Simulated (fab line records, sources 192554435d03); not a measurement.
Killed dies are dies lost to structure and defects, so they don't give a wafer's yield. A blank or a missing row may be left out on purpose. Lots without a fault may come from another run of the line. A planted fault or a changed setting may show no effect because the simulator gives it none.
Split-lot experiment | flow n5_finfet | 7 lots, 21 wafers read, on a route of 1938 steps

THE SPLIT
At N5_BEOL_M7_COAT_71 (time 60 s, resist thk 5 nm), the setting spin_rpm was moved away from the recipe's 1500 rpm on 6 of the 21 wafers read, by -6.7% to +7.3%. The other wafers ran this setting at the recipe's value.

FROM THE SPLIT TO THE READING: what the file shows between them, 1 step
- N5_BEOL_M7_DESCUM_33: chemistry O2, time 7 s (also split here: time_s)

THE READING
etch.depth_nm (the simulator's own value, which no gauge read), in nm, at N5_BEOL_M7_ETCH_72 (etches underlayer in N2/H2, target depth 6.5 nm, time 5.2 s). The file gives no usual value for it. The 15 wafers here that ran the recipe average 4.999 nm, standard deviation 0.012 nm.

wafer  | tool, chamber at the split | spin_rpm as run, rpm | against the recipe | etch.depth_nm, nm | against lot-mates on the recipe
L077.1 | litho_track-05, 0          | 1500                 | recipe             | 5.025             | -
L077.2 | litho_track-05, 0          | 1400                 | -6.7%              | 5.177             | +0.156
L077.4 | litho_track-05, 0          | 1500                 | recipe             | 5.017             | -
L079.1 | litho_track-03, 0          | 1500                 | recipe             | 5.004             | -
L079.3 | litho_track-03, 0          | 1500                 | recipe             | 5.004             | -
L079.4 | litho_track-03, 0          | 1500                 | recipe             | 5.004             | -
L087.1 | litho_track-03, 0          | 1500                 | recipe             | 4.984             | -
L087.2 | litho_track-03, 0          | 1400                 | -6.7%              | 5.168             | +0.178
L087.4 | litho_track-03, 0          | 1500                 | recipe             | 4.997             | -
L089.2 | litho_track-01, 0          | 1426                 | -4.9%              | 5.149             | +0.136
L089.3 | litho_track-01, 0          | 1500                 | recipe             | 5.013             | -
L089.6 | litho_track-01, 0          | 1426                 | -4.9%              | 5.144             | +0.131
L093.3 | litho_track-01, 0          | 1500                 | recipe             | 4.991             | -
L093.5 | litho_track-01, 0          | 1500                 | recipe             | 5.001             | -
L093.6 | litho_track-01, 0          | 1500                 | recipe             | 4.99              | -
L092.2 | litho_track-03, 0          | 1609                 | +7.3%              | 4.8               | -0.193
L092.4 | litho_track-03, 0          | 1609                 | +7.3%              | 4.821             | -0.172
L092.5 | litho_track-03, 0          | 1500                 | recipe             | 4.993             | -
L096.3 | litho_track-05, 0          | 1500                 | recipe             | 4.984             | -
L096.4 | litho_track-05, 0          | 1500                 | recipe             | 4.988             | -
L096.6 | litho_track-05, 0          | 1500                 | recipe             | 4.986             | -

THE FIT
A straight line over all 21 wafers: etch.depth_nm changes by -0.0267 nm for each +1% of spin_rpm; r = -0.99; the points scatter about the line by 0.013 nm.
The same after taking each lot's own level away (the mean of its wafers on the recipe; 21 wafers): -0.0254 nm for each +1%; r = -1.00; scatter 0.0065 nm.
On that fit, the largest move of spin_rpm shifts the reading by 0.18 nm.
The lots' own levels span 4.9860 to 5.0210 nm, that is 2.9 times the standard deviation above.
So the lot-to-lot level changes the slope little: the two slopes agree.
Check: with one of the wafers moved furthest among these (+7.3%) left out of the fit, the line predicts -0.18 nm for it against its lot-mates. It came out at -0.193 nm against them.

OTHER SPLITS ON THESE WAFERS
These wafers also went through other splits before the reading. Each is held against what the fit with the lots' levels taken away leaves over:
other split on the same wafers   | wafers away from the commonest value | r with etch.depth_nm (lot level and that fit taken away)
N5_BEOL_M4_ILD_DEP_00 time_s     | 8                                    | -0.43
N5_BEOL_M4_COAT_62 spin_rpm      | 6                                    | +0.00
N5_BEOL_M4_TRENCH_ETCH_37 bias_w | 6                                    | -0.14
N5_BEOL_M5_COAT_74 spin_rpm      | 6                                    | -0.02
N5_BEOL_M5_COAT_22 spin_rpm      | 7                                    | +0.25
N5_BEOL_M6_ILD_DEP_00 time_s     | 8                                    | +0.10
N5_BEOL_M6_PECVD_70 time_s       | 7                                    | +0.10
N5_BEOL_M7_DESCUM_33 time_s      | 7                                    | -0.15

THE FILE'S OWN FIT
etch.depth_nm changes by -0.0253 nm for each +1% of spin_rpm, r = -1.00.
